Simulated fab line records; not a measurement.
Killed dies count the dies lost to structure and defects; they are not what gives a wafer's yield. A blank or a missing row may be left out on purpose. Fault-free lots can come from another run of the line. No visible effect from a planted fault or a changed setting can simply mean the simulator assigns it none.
Which tool did it?	flow n5 finfet	9 lots, 27 wafers sampled, at 3 steps of a route of 1938

== WHAT THE GAUGES SHOWED, per wafer ==
N5_BEOL_M4_RC_MEAS_101.
lot	measured	on	DIBL_N (mV/V)	DIBL_P (mV/V)	IOFF_N (nA/um)	IOFF_P (nA/um)	ION_N (uA/um)	ION_P (uA/um)	SS_N (mV/dec)	SS_P (mV/dec)	VT_N (mV)	VT_P (mV)
L590	day 8 00:55	prober-02	36.3 35.1 32.8	37.2 36.8 34.1	0.17 0.15 0.12	0.21 0.19 0.16	675 662 672	458 454 463	72.3 71.6 70.7	73.5 73.3 72.1	249 251 253	-252 -252 -255
L595	day 9 22:17	prober-01	36.5 34.2 35.0	35.6 34.0 34.3	0.15 0.13 0.13	0.20 0.19 0.19	672 682 673	462 473 465	71.5 70.9 70.7	73.3 72.4 72.6	249 253 251	-249 -250 -249
L597	day 9 23:51	prober-02	37.8 35.3 35.8	37.3 34.2 33.6	0.16 0.12 0.13	0.19 0.16 0.15	675 644 653	459 445 446	71.2 70.9 71.9	73.3 73.4 72.5	252 259 256	-254 -256 -259
L596	day 10 03:46	prober-01	35.3 37.6 39.0	34.6 36.8 39.5	0.13 0.16 0.21	0.17 0.20 0.24	673 662 684	464 450 464	70.8 71.5 72.3	72.6 74.0 74.1	251 252 246	-255 -254 -252
L606	day 12 00:15	prober-02	38.2 38.3 37.3	34.2 37.3 36.2	0.15 0.17 0.16	0.19 0.23 0.22	658 691 687	452 473 474	71.8 71.6 71.0	73.3 73.5 73.4	253 245 248	-253 -251 -249
L607	day 12 17:16	prober-02	38.6 39.9 38.5	39.0 42.4 39.0	0.18 0.22 0.20	0.23 0.29 0.25	675 696 689	464 482 472	71.9 72.1 71.6	73.4 73.9 73.0	249 245 246	-250 -248 -250
L609	day 13 02:10	prober-02	35.9 32.9 33.8	36.9 32.5 31.9	0.17 0.12 0.12	0.28 0.19 0.18	684 663 656	476 462 454	71.5 70.3 70.8	74.2 72.6 72.2	249 255 252	-243 -249 -251
L608	day 13 05:34	prober-02	38.0 34.9 34.1	39.0 35.5 34.3	0.20 0.15 0.13	0.25 0.19 0.18	685 689 664	465 469 458	72.1 71.6 71.3	74.5 73.0 73.1	248 250 253	-251 -250 -254
L611	day 13 18:21	prober-02	36.0 35.7 35.6	37.0 36.7 37.8	0.18 0.18 0.19	0.25 0.25 0.28	684 693 700	464 475 491	71.0 71.2 71.5	73.4 73.6 74.2	245 244 245	-248 -245 -245

N5_BEOL_M7_CD_MEAS_35 targets a cd of 40 nm.
lot	measured	on	cd nm (nm)
L590	day 9 02:00	cd sem-02	40.8 40.2 38.8
L595	day 11 05:58	cd sem-02	39.7 40.2 39.6
L597	day 11 05:34	cd sem-01	40.6 40.3 41.9
L596	day 11 07:59	cd sem-02	40.6 41.0 39.6
L606	day 13 02:53	cd sem-02	40.1 40.3 39.7
L607	day 13 22:46	cd sem-02	39.7 40.2 39.6
L609	day 13 23:11	cd sem-02	38.5 38.8 39.7
L608	day 14 07:01	cd sem-02	40.7 40.2 39.8
L611	day 14 20:34	cd sem-01	40.3 40.7 40.8

== TOOL THAT RAN EACH LOT (tool first, then ch and the chambers of the sampled wafers, then the start) ==
lot	N5_BEOL_M7_ETCH_66
L590	rie diel-05 ch 0,1,3, day 9 01:30
L595	rie diel-02 ch 0,1,3, day 11 05:28
L597	rie diel-02 ch 2,3, day 11 05:04
L596	rie diel-05 ch 0,2, day 11 07:29
L606	rie diel-02 ch 0,1,3, day 13 02:23
L607	rie diel-03 ch 1,2,3, day 13 22:16
L609	rie diel-03 ch 0,2,3, day 13 22:41
L608	rie diel-03 ch 0,1,2, day 14 06:31
L611	rie diel-05 ch 0,1,2, day 14 20:04
- N5_BEOL_M7_ETCH_66: etches SOC in N2/H2, target depth 80 nm, overetch 16 nm, time 120 s.

== AS READ BY THE TOOLS THEMSELVES (means over the sampled wafers that have a number; for cases with no such wafer, the mark the record gives instead) ==
N5_BEOL_M7_ETCH_66.
lot	tool	drypump motor current A (A)	oes product au (a.u.)	rf vpp V (V)	showerhead plenum p Torr (Torr)	temp c (C)	throttle valve pct (%)
L590	rie diel-05	6.0	0.58	523.7	2.54	39.91	17.88
L595	rie diel-02	5.5	0.60	522.7	2.50	39.90	17.84
L597	rie diel-02	6.1	0.55	523.8	2.53	40.02	18.01
L596	rie diel-05	5.9	0.58	523.3	2.53	39.94	17.63
L606	rie diel-02	5.5	0.59	522.8	2.49	39.99	17.87
L607	rie diel-03	5.7	0.65	524.7	2.58	40.01	17.61
L609	rie diel-03	5.9	0.64	523.7	2.53	40.03	17.68
L608	rie diel-03	5.3	0.65	522.6	2.54	39.96	17.66
L611	rie diel-05	5.8	0.61	524.5	2.54	39.89	17.55

== THE ANSWER, worked out from the rows above alone ==
Rule: what is usual is taken from the lots themselves. The widest of any qualifying gaps counts: lots, ordered by their means at a reading, are off when they make up no more than a third of the lots, leave a main group of 4 or more, and stand apart from it by 3 or more times the standard deviation of that group's means. A main group whose means are all the same, to the digits that the tables above print for the reading, isn't used. Also off: a lot with no number at a reading for which 4 or more lots have one. Any other lot the step has rows for is counted as sound. The gauges are gone through in route order, then the tools' own readings, and for those a lot's mean is taken as printed above. At the first step where some lot is off, the reading lying furthest off is the one used; lots without a number count as furthest.
No lot is off at any reading shown: from this, nothing can be told.

== WHAT WAS PUT IN BY THE SIMULATOR ==
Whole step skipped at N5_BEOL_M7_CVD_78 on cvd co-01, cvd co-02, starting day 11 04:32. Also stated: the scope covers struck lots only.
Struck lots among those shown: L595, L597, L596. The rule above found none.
